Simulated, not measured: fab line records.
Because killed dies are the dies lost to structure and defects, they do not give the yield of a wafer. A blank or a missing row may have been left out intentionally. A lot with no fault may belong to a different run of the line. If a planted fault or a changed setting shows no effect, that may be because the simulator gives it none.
Matching of chambers ; flow n5-finfet ; N5_BEOL_M4_DEP_57 on pecvd-03: 3 sister chambers
The step deposits SiCN from 3MS/NH3, target thk 8 nm, time 14 s. 6 wafers are shown with their chamber, then 7 later ones without.

## EACH WAFER AND ITS CHAMBER
wafer;chamber;throttle-valve-pct (%);showerhead-plenum-p-Torr (Torr)
L758.4;0;11.2;3.651
L759.3;0;11.4;3.648
L764.2;2;8.5;3.658
L764.4;1;9.6;3.641
L771.1;1;9.4;3.634
L771.3;2;8.1;3.660

## WAFERS WITHOUT THEIR CHAMBER
wafer;throttle-valve-pct (%);showerhead-plenum-p-Torr (Torr)
L771.4;8.2;3.654
L772.3;9.5;3.638
L772.4;9.3;3.633
L772.6;8.0;3.643
L774.3;11.0;3.652
L774.5;11.0;3.670
L774.6;8.3;3.660

## THE CHAMBER EACH PASSED THROUGH
wafer;from the rows above;in truth
L771.4;2;2
L772.3;1;1
L772.4;1;1
L772.6;2;2
L774.3;0;0
L774.5;0;0
L774.6;2;2
Correct placement for 7 of the 7. Left unplaced by these rows: 0. 0 placed wrongly.
How it was worked out, from the rows above alone: a wafer's distance from a chamber is the root of the sum, over the readings, of the square of ((its reading less the chamber's mean) divided by the reading's scatter). The wafer belongs to the nearest chamber; if the next one is less than 2 further off, it can't be placed. A chamber's mean is the mean of its shown wafers. The scatter: the root of (the sum of the squares of (reading less its chamber's mean) over the shown wafers, divided by (wafers less chambers)).
